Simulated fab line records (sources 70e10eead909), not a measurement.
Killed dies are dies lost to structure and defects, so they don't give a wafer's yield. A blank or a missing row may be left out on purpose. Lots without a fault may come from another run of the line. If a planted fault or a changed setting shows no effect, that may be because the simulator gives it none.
Which tool was responsible? :: flow nand_harc :: 12 lots with 36 wafers sampled at 5 steps, on a route of 1302 steps

WHAT THE GAUGES READ, wafer by wafer
NHARC_END_SORT_01. Usual: killed_at_array 52, standard deviation 18; killed_at_other 0.6, standard deviation 1.1; killed_at_periphery 3.7, standard deviation 2.4; killed_dies 57, standard deviation 19; killed_open 3.1, standard deviation 1.7; killed_short 2.5, standard deviation 1.7.
lot: L449
measured: day 26 14:59
on: prober-01
killed_at_array: 53 71 59
killed_at_other: 2 0 1
killed_at_periphery: 1 4 3
killed_dies: 56 75 63
killed_open: 4 2 2
killed_short: 0 1 2
flag: 

lot: L456
measured: day 30 00:25
on: prober-02
killed_at_array: 16 32 29
killed_at_other: 0 1 0
killed_at_periphery: 1 4 2
killed_dies: 17 37 31
killed_open: 3 8 1
killed_short: 0 0 2
flag: 

TOOL THAT RAN EACH LOT (tool first, then ch and the chambers of the sampled wafers, then the start)
lot: L445
NHARC_A_CHANNEL_FILL_D2_ALD_25: ald_hk-02 ch 2,3, day 15 08:01
NHARC_A_CHANNEL_FILL_D2_STRIP_29: rie_diel-09 ch 2,3, day 15 19:42 or earlier
NHARC_A_CHANNEL_FILL_D2_RTA_24: rtp_anneal-01 ch 0, day 15 19:42
NHARC_A_STAIRCASE_ETCH_169: rie_diel-05 ch 1,2,3, day 15 21:02

lot: L448
NHARC_A_CHANNEL_FILL_D2_ALD_25: ald_hk-04 ch 0,1,2, day 16 19:18
NHARC_A_CHANNEL_FILL_D2_STRIP_29: rie_diel-09 ch 0,1,3, day 17 08:16 or earlier
NHARC_A_CHANNEL_FILL_D2_RTA_24: rtp_anneal-02 ch 0, day 17 08:16
NHARC_A_STAIRCASE_ETCH_169: rie_diel-08 ch 1,2,3, day 17 09:43

lot: L447
NHARC_A_CHANNEL_FILL_D2_ALD_25: ald_hk-01 ch 1,2, day 16 19:19
NHARC_A_CHANNEL_FILL_D2_STRIP_29: rie_diel-13 ch 1,2, day 17 01:16
NHARC_A_CHANNEL_FILL_D2_RTA_24: rtp_anneal-01 ch 0, day 17 08:16
NHARC_A_STAIRCASE_ETCH_169: rie_diel-08 ch 0,2,3, day 17 09:47

lot: L449
NHARC_A_CHANNEL_FILL_D2_ALD_25: ald_hk-02 ch 1,2,3, day 17 07:55
NHARC_A_CHANNEL_FILL_D2_STRIP_29: rie_diel-09 ch 0,3, day 17 19:59 or earlier
NHARC_A_CHANNEL_FILL_D2_RTA_24: rtp_anneal-02 ch 0, day 17 19:59
NHARC_A_STAIRCASE_ETCH_169: rie_diel-08 ch 0,2,3, day 17 21:39

lot: L451
NHARC_A_CHANNEL_FILL_D2_ALD_25: ald_hk-01 ch 2,3, day 18 03:15
NHARC_A_CHANNEL_FILL_D2_STRIP_29: rie_diel-13 ch 1,2,3, day 18 14:18 or earlier
NHARC_A_CHANNEL_FILL_D2_RTA_24: rtp_anneal-02 ch 0, day 18 14:18
NHARC_A_STAIRCASE_ETCH_169: rie_diel-08 ch 0,2,3, day 18 15:46

lot: L452
NHARC_A_CHANNEL_FILL_D2_ALD_25: ald_hk-04 ch 0,1,3, day 18 21:45
NHARC_A_CHANNEL_FILL_D2_STRIP_29: rie_diel-09 ch 0,2, day 19 09:04 or earlier
NHARC_A_CHANNEL_FILL_D2_RTA_24: rtp_anneal-01 ch 0, day 19 09:04
NHARC_A_STAIRCASE_ETCH_169: rie_diel-02 ch 1,3, day 19 10:33

lot: L455
NHARC_A_CHANNEL_FILL_D2_ALD_25: ald_hk-02 ch 0,1,3, day 19 15:51
NHARC_A_CHANNEL_FILL_D2_STRIP_29: rie_diel-10 ch 0,1,2, day 20 03:32 or earlier
NHARC_A_CHANNEL_FILL_D2_RTA_24: rtp_anneal-01 ch 0, day 20 03:32
NHARC_A_STAIRCASE_ETCH_169: rie_diel-08 ch 1,2,3, day 20 05:22

lot: L454
NHARC_A_CHANNEL_FILL_D2_ALD_25: ald_hk-01 ch 0,2,3, day 19 15:51
NHARC_A_CHANNEL_FILL_D2_STRIP_29: rie_diel-09 ch 0,1,2, day 20 03:43 or earlier
NHARC_A_CHANNEL_FILL_D2_RTA_24: rtp_anneal-01 ch 0, day 20 03:43
NHARC_A_STAIRCASE_ETCH_169: rie_diel-08 ch 0,2,3, day 20 05:12

lot: L453
NHARC_A_CHANNEL_FILL_D2_ALD_25: ald_hk-04 ch 0,2, day 19 15:51
NHARC_A_CHANNEL_FILL_D2_STRIP_29: rie_diel-10 ch 0,2,3, day 20 03:42 or earlier
NHARC_A_CHANNEL_FILL_D2_RTA_24: rtp_anneal-02 ch 0, day 20 03:42
NHARC_A_STAIRCASE_ETCH_169: rie_diel-02 ch 1,2, day 20 05:03

lot: L456
NHARC_A_CHANNEL_FILL_D2_ALD_25: ald_hk-01 ch 0,1,3, day 20 13:13
NHARC_A_CHANNEL_FILL_D2_STRIP_29: rie_diel-09 ch 1,2,3, day 20 23:19 or earlier
NHARC_A_CHANNEL_FILL_D2_RTA_24: rtp_anneal-01 ch 0, day 20 23:19
NHARC_A_STAIRCASE_ETCH_169: rie_diel-05 ch 0,2,3, day 21 04:08

lot: L459
NHARC_A_CHANNEL_FILL_D2_ALD_25: ald_hk-04 ch 0,2, day 21 22:02
NHARC_A_CHANNEL_FILL_D2_STRIP_29: rie_diel-10 ch 2,3, day 22 09:13 or earlier
NHARC_A_CHANNEL_FILL_D2_RTA_24: rtp_anneal-02 ch 0, day 22 09:13
NHARC_A_STAIRCASE_ETCH_169: rie_diel-08 ch 0,3, day 22 10:47

lot: L460
NHARC_A_CHANNEL_FILL_D2_ALD_25: ald_hk-02 ch 0,1,2, day 22 07:38
NHARC_A_CHANNEL_FILL_D2_STRIP_29: rie_diel-10 ch 1,2, day 22 18:11 or earlier
NHARC_A_CHANNEL_FILL_D2_RTA_24: rtp_anneal-02 ch 0, day 22 18:11
NHARC_A_STAIRCASE_ETCH_169: rie_diel-02 ch 0,3, day 22 19:24
- NHARC_A_CHANNEL_FILL_D2_ALD_25: deposits SiOx, target thk 60 nm, pulse time 10 s, ald cycles 600.
- NHARC_A_CHANNEL_FILL_D2_STRIP_29: strips in O2, time 20 s.
- NHARC_A_CHANNEL_FILL_D2_RTA_24: time 5 s.
- NHARC_A_STAIRCASE_ETCH_169: etches the open film in CH3F/O2, target depth 50 nm, time 107.1 s.

AS READ BY THE TOOLS THEMSELVES (means over the sampled wafers that have a number; for cases with no such wafer, the mark the record gives instead)
NHARC_A_CHANNEL_FILL_D2_ALD_25. Usual: heater_power_w 455 W, standard deviation 45; precursor_pulse_height_rel 1.001, standard deviation 0.018.
lot: L445
tool: ald_hk-02
heater_power_w (W): 440
precursor_pulse_height_rel: 0.998
flag: 

lot: L448
tool: ald_hk-04
heater_power_w (W): 454
precursor_pulse_height_rel: 1.005
flag: 

lot: L447
tool: ald_hk-01
heater_power_w (W): 487
precursor_pulse_height_rel: 1.003
flag: 

lot: L449
tool: ald_hk-02
heater_power_w (W): 444
precursor_pulse_height_rel: 0.984
flag: 

lot: L451
tool: ald_hk-01
heater_power_w (W): 433
precursor_pulse_height_rel: 1.011
flag: 

lot: L452
tool: ald_hk-04
heater_power_w (W): 433
precursor_pulse_height_rel: 0.987
flag: 

lot: L455
tool: ald_hk-02
heater_power_w (W): 439
precursor_pulse_height_rel: 0.997
flag: 

lot: L454
tool: ald_hk-01
heater_power_w (W): 440
precursor_pulse_height_rel: 0.980
flag: 

lot: L453
tool: ald_hk-04
heater_power_w (W): 439
precursor_pulse_height_rel: 1.022
flag: 

lot: L456
tool: ald_hk-01
heater_power_w (W): 470
precursor_pulse_height_rel: 0.990
flag: 

lot: L459
tool: ald_hk-04
heater_power_w (W): 413
precursor_pulse_height_rel: 0.987
flag: 

lot: L460
tool: ald_hk-02
heater_power_w (W): 474
precursor_pulse_height_rel: 0.998
flag: 

NHARC_A_CHANNEL_FILL_D2_STRIP_29. Usual: drypump_motor_current_A 5.6 A, standard deviation 0.33; oes_product_au 1.006 a.u., standard deviation 0.0093; rf_vpp_V 57.7 V, standard deviation 0.85; showerhead_plenum_p_Torr 3.52 Torr, standard deviation 0.18; throttle_valve_pct 17.037 %, standard deviation 0.0094.
lot: L445
tool: rie_diel-09
drypump_motor_current_A (A): 5.7
oes_product_au (a.u.): 1.015
rf_vpp_V (V): 58.2
showerhead_plenum_p_Torr (Torr): 3.74
throttle_valve_pct (%): 17.052
flag: 

lot: L448
tool: rie_diel-09
drypump_motor_current_A (A): 5.8
oes_product_au (a.u.): 1.006
rf_vpp_V (V): 57.9
showerhead_plenum_p_Torr (Torr): 3.49
throttle_valve_pct (%): 17.035
flag: 

lot: L447
tool: rie_diel-13
drypump_motor_current_A (A): 6.1
oes_product_au (a.u.): 1.009
rf_vpp_V (V): 58.1
showerhead_plenum_p_Torr (Torr): 3.65
throttle_valve_pct (%): 17.039
flag: 

lot: L449
tool: rie_diel-09
drypump_motor_current_A (A): 5.6
oes_product_au (a.u.): 0.996
rf_vpp_V (V): 58.0
showerhead_plenum_p_Torr (Torr): 3.63
throttle_valve_pct (%): 17.036
flag: 

lot: L451
tool: rie_diel-13
drypump_motor_current_A (A): 5.8
oes_product_au (a.u.): 1.006
rf_vpp_V (V): 58.0
showerhead_plenum_p_Torr (Torr): 3.63
throttle_valve_pct (%): 17.036
flag: 

lot: L452
tool: rie_diel-09
drypump_motor_current_A (A): 5.8
oes_product_au (a.u.): 1.014
rf_vpp_V (V): 57.8
showerhead_plenum_p_Torr (Torr): 3.60
throttle_valve_pct (%): 17.035
flag: 

lot: L455
tool: rie_diel-10
drypump_motor_current_A (A): 5.5
oes_product_au (a.u.): 0.995
rf_vpp_V (V): 57.3
showerhead_plenum_p_Torr (Torr): 3.54
throttle_valve_pct (%): 17.034
flag: 

lot: L454
tool: rie_diel-09
drypump_motor_current_A (A): 5.9
oes_product_au (a.u.): 1.001
rf_vpp_V (V): 58.1
showerhead_plenum_p_Torr (Torr): 3.48
throttle_valve_pct (%): 17.033
flag: 

lot: L453
tool: rie_diel-10
drypump_motor_current_A (A): 5.3
oes_product_au (a.u.): 0.999
rf_vpp_V (V): 57.8
showerhead_plenum_p_Torr (Torr): 3.50
throttle_valve_pct (%): 17.039
flag: 

lot: L456
tool: rie_diel-09
drypump_motor_current_A (A): 5.8
oes_product_au (a.u.): 1.004
rf_vpp_V (V): 58.3
showerhead_plenum_p_Torr (Torr): 3.62
throttle_valve_pct (%): 17.040
flag: 

lot: L459
tool: rie_diel-10
drypump_motor_current_A (A): 5.1
oes_product_au (a.u.): 1.003
rf_vpp_V (V): 57.6
showerhead_plenum_p_Torr (Torr): 3.35
throttle_valve_pct (%): 17.038
flag: 

lot: L460
tool: rie_diel-10
drypump_motor_current_A (A): 5.4
oes_product_au (a.u.): 1.000
rf_vpp_V (V): 57.4
showerhead_plenum_p_Torr (Torr): 3.44
throttle_valve_pct (%): 17.048
flag: 

NHARC_A_CHANNEL_FILL_D2_RTA_24. Usual: lamp_power_pct 29.2 %, standard deviation 2.9; wafer_temp_C_max 1005.7, standard deviation 1.2.
lot: L445
tool: rtp_anneal-01
lamp_power_pct (%): 31.9
wafer_temp_C_max: 1005.6
flag: 

lot: L448
tool: rtp_anneal-02
lamp_power_pct (%): 26.0
wafer_temp_C_max: 1007.3
flag: 

lot: L447
tool: rtp_anneal-01
lamp_power_pct (%): 31.9
wafer_temp_C_max: 1005.2
flag: 

lot: L449
tool: rtp_anneal-02
lamp_power_pct (%): 26.0
wafer_temp_C_max: 1008.5
flag: 

lot: L451
tool: rtp_anneal-02
lamp_power_pct (%): 26.0
wafer_temp_C_max: 1006.6
flag: 

lot: L452
tool: rtp_anneal-01
lamp_power_pct (%): 31.9
wafer_temp_C_max: 1005.3
flag: 

lot: L455
tool: rtp_anneal-01
lamp_power_pct (%): 31.9
wafer_temp_C_max: 1005.1
flag: 

lot: L454
tool: rtp_anneal-01
lamp_power_pct (%): 31.8
wafer_temp_C_max: 1004.5
flag: 

lot: L453
tool: rtp_anneal-02
lamp_power_pct (%): 26.0
wafer_temp_C_max: 1006.4
flag: 

lot: L456
tool: rtp_anneal-01
lamp_power_pct (%): 31.9
wafer_temp_C_max: 1005.1
flag: 

lot: L459
tool: rtp_anneal-02
lamp_power_pct (%): 26.1
wafer_temp_C_max: 1006.6
flag: 

lot: L460
tool: rtp_anneal-02
lamp_power_pct (%): 26.0
wafer_temp_C_max: 1006.2
flag: 

NHARC_A_STAIRCASE_ETCH_169. Usual: drypump_motor_current_A 5.4 A, standard deviation 0.46; oes_product_au 0.962 a.u., standard deviation 0.018; rf_vpp_V 245.0 V, standard deviation 1.4; showerhead_plenum_p_Torr 2.50 Torr, standard deviation 0.083; throttle_valve_pct 20.664 %, standard deviation 0.0083.
lot: L445
tool: rie_diel-05
drypump_motor_current_A (A): 5.4
oes_product_au (a.u.): 0.978
rf_vpp_V (V): 244.2
showerhead_plenum_p_Torr (Torr): 2.48
throttle_valve_pct (%): 20.666
flag: 

lot: L448
tool: rie_diel-08
drypump_motor_current_A (A): 5.5
oes_product_au (a.u.): 0.954
rf_vpp_V (V): 245.4
showerhead_plenum_p_Torr (Torr): 2.54
throttle_valve_pct (%): 20.668
flag: 

lot: L447
tool: rie_diel-08
drypump_motor_current_A (A): 5.4
oes_product_au (a.u.): 0.950
rf_vpp_V (V): 243.1
showerhead_plenum_p_Torr (Torr): 2.47
throttle_valve_pct (%): 20.672
flag: 

lot: L449
tool: rie_diel-08
drypump_motor_current_A (A): 5.4
oes_product_au (a.u.): 0.952
rf_vpp_V (V): 244.8
showerhead_plenum_p_Torr (Torr): 2.47
throttle_valve_pct (%): 20.665
flag: 

lot: L451
tool: rie_diel-08
drypump_motor_current_A (A): 5.4
oes_product_au (a.u.): 0.970
rf_vpp_V (V): 244.3
showerhead_plenum_p_Torr (Torr): 2.47
throttle_valve_pct (%): 20.663
flag: 

lot: L452
tool: rie_diel-02
drypump_motor_current_A (A): 5.8
oes_product_au (a.u.): 0.950
rf_vpp_V (V): 245.4
showerhead_plenum_p_Torr (Torr): 2.53
throttle_valve_pct (%): 20.671
flag: 

lot: L455
tool: rie_diel-08
drypump_motor_current_A (A): 5.6
oes_product_au (a.u.): 0.982
rf_vpp_V (V): 245.7
showerhead_plenum_p_Torr (Torr): 2.53
throttle_valve_pct (%): 20.673
flag: 

lot: L454
tool: rie_diel-08
drypump_motor_current_A (A): 5.4
oes_product_au (a.u.): 0.973
rf_vpp_V (V): 244.9
showerhead_plenum_p_Torr (Torr): 2.46
throttle_valve_pct (%): 20.662
flag: 

lot: L453
tool: rie_diel-02
drypump_motor_current_A (A): 5.8
oes_product_au (a.u.): 0.962
rf_vpp_V (V): 245.3
showerhead_plenum_p_Torr (Torr): 2.51
throttle_valve_pct (%): 20.657
flag: 

lot: L456
tool: rie_diel-05
drypump_motor_current_A (A): 5.4
oes_product_au (a.u.): 0.961
rf_vpp_V (V): 245.5
showerhead_plenum_p_Torr (Torr): 2.52
throttle_valve_pct (%): 20.671
flag: 

lot: L459
tool: rie_diel-08
drypump_motor_current_A (A): 5.7
oes_product_au (a.u.): 0.969
rf_vpp_V (V): 244.9
showerhead_plenum_p_Torr (Torr): 2.45
throttle_valve_pct (%): 20.669
flag: 

lot: L460
tool: rie_diel-02
drypump_motor_current_A (A): 5.0
oes_product_au (a.u.): 0.955
rf_vpp_V (V): 244.4
showerhead_plenum_p_Torr (Torr): 2.48
throttle_valve_pct (%): 20.661
flag: 

THE ANSWER, worked out from the rows above alone
Rule: take the mean of a lot's wafers that have a number; if it is more than 3 standard deviations from the usual mean, the lot is off. A lot without any number at a reading at which 4 lots or more have one is off too. The other lots that the step has rows for count as sound. Order of review: gauges by route order, followed by the tools' own readings, for which a lot's mean as printed above is used. The first step at which some lot is off is used, and at that step the reading that is off furthest; a lot without a number counts as furthest.
Nothing can be told from this: no lot is off at any reading shown.

WHAT THE SIMULATOR HAD PUT IN
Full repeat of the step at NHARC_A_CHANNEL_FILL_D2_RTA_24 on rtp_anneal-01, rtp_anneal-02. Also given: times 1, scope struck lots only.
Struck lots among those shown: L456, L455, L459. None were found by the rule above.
